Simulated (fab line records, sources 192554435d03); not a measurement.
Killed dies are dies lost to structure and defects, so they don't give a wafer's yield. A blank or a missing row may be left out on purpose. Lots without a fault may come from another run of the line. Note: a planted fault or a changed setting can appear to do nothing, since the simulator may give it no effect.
Matching of chambers + flow n5-finfet + N5_BEOL_M0_SAQP_ALD_48 on ald-sin-04 has 4 sister chambers
The step deposits SiO2, target thk 20 nm, pulse time 1 s, co reactant pulse time 1 s. 4 wafers are shown with their chamber, then 8 later ones without.

## WAFERS PAIRED WITH THEIR CHAMBERS
| wafer  | chamber | heater-power-w (W) |
|--------|---------|--------------------|
| L081.5 | 0       | 80                 |
| L084.1 | 3       | 67                 |
| L084.4 | 2       | 58                 |
| L087.1 | 1       | 73                 |

## WAFERS WITH NO CHAMBER GIVEN
| wafer  | heater-power-w (W) |
|--------|--------------------|
| L087.3 | 68                 |
| L087.5 | 81                 |
| L093.2 | 73                 |
| L093.4 | 67                 |
| L093.6 | 72                 |
| L094.1 | 82                 |
| L094.5 | 83                 |
| L094.6 | 68                 |

## WHICH CHAMBER EACH WENT THROUGH
| wafer  | from the rows above | in truth |
|--------|---------------------|----------|
| L087.3 | 3                   | 3        |
| L087.5 | 0                   | 0        |
| L093.2 | 1                   | 1        |
| L093.4 | 3                   | 3        |
| L093.6 | 1                   | 1        |
| L094.1 | 0                   | 0        |
| L094.5 | 0                   | 0        |
| L094.6 | 3                   | 3        |
Placed correctly: 8 of 8. Not placeable from these rows: 0. Number placed wrongly: 0.
How it was worked out, from the rows above alone: a wafer's distance from a chamber is the root of the sum, over the readings, of the square of ((its reading less the chamber's mean) divided by the reading's scatter). If the next closest chamber is less than 2 further off than the closest, the wafer can't be placed; otherwise it belongs to the closest. A chamber's mean is the mean of its shown wafers. The scatter: root of mean squared gap, hidden wafer to nearest shown wafer, with one shown wafer a chamber.
